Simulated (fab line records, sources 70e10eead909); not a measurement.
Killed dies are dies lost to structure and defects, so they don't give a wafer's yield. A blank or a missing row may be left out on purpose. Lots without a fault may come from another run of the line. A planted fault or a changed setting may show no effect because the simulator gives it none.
Which tool did it? | flow nand_harc | 12 lots, 36 wafers sampled, at 4 steps of a route of 1302

WHAT THE GAUGES READ, wafer by wafer
NHARC_A_ONON_D2_THK_MEAS_05: measures by ellipsometry.
lot  | measured     | on            | thk_nm (nm)
L074 | day 12 18:33 | film_metro-01 | 995 994 994
L077 | day 14 03:29 | film_metro-01 | 1005 1003 1006
L080 | day 14 09:13 | film_metro-01 | 996 994 996
L081 | day 15 10:59 | film_metro-01 | 1001 1001 1001
L083 | day 16 12:29 | film_metro-01 | 1006 1006 1006
L085 | day 17 11:13 | film_metro-01 | 992 993 991
L087 | day 17 19:15 | film_metro-02 | 988 986 986
L089 | day 19 01:26 | film_metro-01 | 1008 1008 1008
L091 | day 19 17:44 | film_metro-01 | 1006 1007 1006
L093 | day 19 22:57 | film_metro-02 | 994 995 995
L095 | day 21 04:30 | film_metro-02 | 997 998 997
L097 | day 21 17:28 | film_metro-01 | 1000 1001 999

WHICH TOOL RAN EACH LOT (tool, then ch and the chambers of the sampled wafers, then the start)
lot  | NHARC_A_CHANNEL_HOLE_D1_ETCH_34               | NHARC_A_CHANNEL_FILL_D1_ALD_02   | NHARC_A_CHANNEL_FILL_D1_ALD_14
L074 | rie_diel-09 ch 0,2,3, day 9 04:56 or earlier  | ald_hk-03 ch 0,1,2, day 9 04:56  | ald_hk-02 ch 1,2,3, day 9 13:17
L077 | rie_diel-07 ch 2,3, day 10 13:25 or earlier   | ald_hk-02 ch 0,1, day 10 13:25   | ald_hk-03 ch 2,3, day 10 20:28
L080 | rie_diel-07 ch 0,1,3, day 11 01:04 or earlier | ald_hk-03 ch 0,2,3, day 11 01:04 | ald_hk-02 ch 1,2, day 11 07:59
L081 | rie_diel-09 ch 1,2,3, day 12 00:26 or earlier | ald_hk-03 ch 0,1,2, day 12 00:26 | ald_hk-04 ch 2,3, day 12 07:23
L083 | rie_diel-07 ch 0,1,3, day 12 22:29 or earlier | ald_hk-04 ch 0,2,3, day 12 22:29 | ald_hk-04 ch 0,2, day 13 05:31
L085 | rie_diel-07 ch 0,1,2, day 13 14:05 or earlier | ald_hk-03 ch 0,1, day 13 14:05   | ald_hk-03 ch 1,2, day 13 21:02
L087 | rie_diel-07 ch 1,2,3, day 13 23:07 or earlier | ald_hk-02 ch 0,2,3, day 13 23:07 | ald_hk-03 ch 0,1,3, day 14 06:03
L089 | rie_diel-07 ch 0,1,3, day 15 11:13 or earlier | ald_hk-03 ch 0,2,3, day 15 11:13 | ald_hk-03 ch 0,2,3, day 15 19:10
L091 | rie_diel-09 ch 1,3, day 16 03:57 or earlier   | ald_hk-03 ch 0,1,2, day 16 03:57 | ald_hk-04 ch 0,2, day 16 10:51
L093 | rie_diel-09 ch 1,2, day 16 10:45 or earlier   | ald_hk-03 ch 0,2,3, day 16 10:45 | ald_hk-04 ch 0,1, day 16 17:38
L095 | rie_diel-07 ch 0,2,3, day 17 21:25 or earlier | ald_hk-03 ch 1,2,3, day 17 21:25 | ald_hk-04 ch 0,2,3, day 18 03:02
L097 | rie_diel-07 ch 0,1, day 18 08:20 or earlier   | ald_hk-04 ch 0,3, day 18 08:20   | ald_hk-03 ch 0,1, day 18 15:16
- NHARC_A_CHANNEL_HOLE_D1_ETCH_34: etches the open film in CF4/CHF3, target depth 154 nm, time 77 s.
- NHARC_A_CHANNEL_FILL_D1_ALD_02: deposits SiO2, target thk 6 nm, pulse time 10 s, ald cycles 60.
- NHARC_A_CHANNEL_FILL_D1_ALD_14: deposits SiO2, target thk 2.5 nm, pulse time 10 s, ald cycles 25.

THE ANSWER, worked out from the rows above alone
Rule: what is usual is taken from the lots themselves. Put in order of their means at a reading, lots are off if they are a third of the lots or fewer, leave a main group of 4 or more, and stand apart from it by a gap of 3 or more times the standard deviation of the main group's means; of several such gaps the widest counts. A main group whose means are all the same, to the digits that the tables above print for the reading, isn't used. A lot without any number at a reading at which 4 lots or more have one is off too. The other lots that the step has rows for count as sound.
No lot is off at any reading shown: from this, nothing can be told.

WHAT THE SIMULATOR HAD PUT IN
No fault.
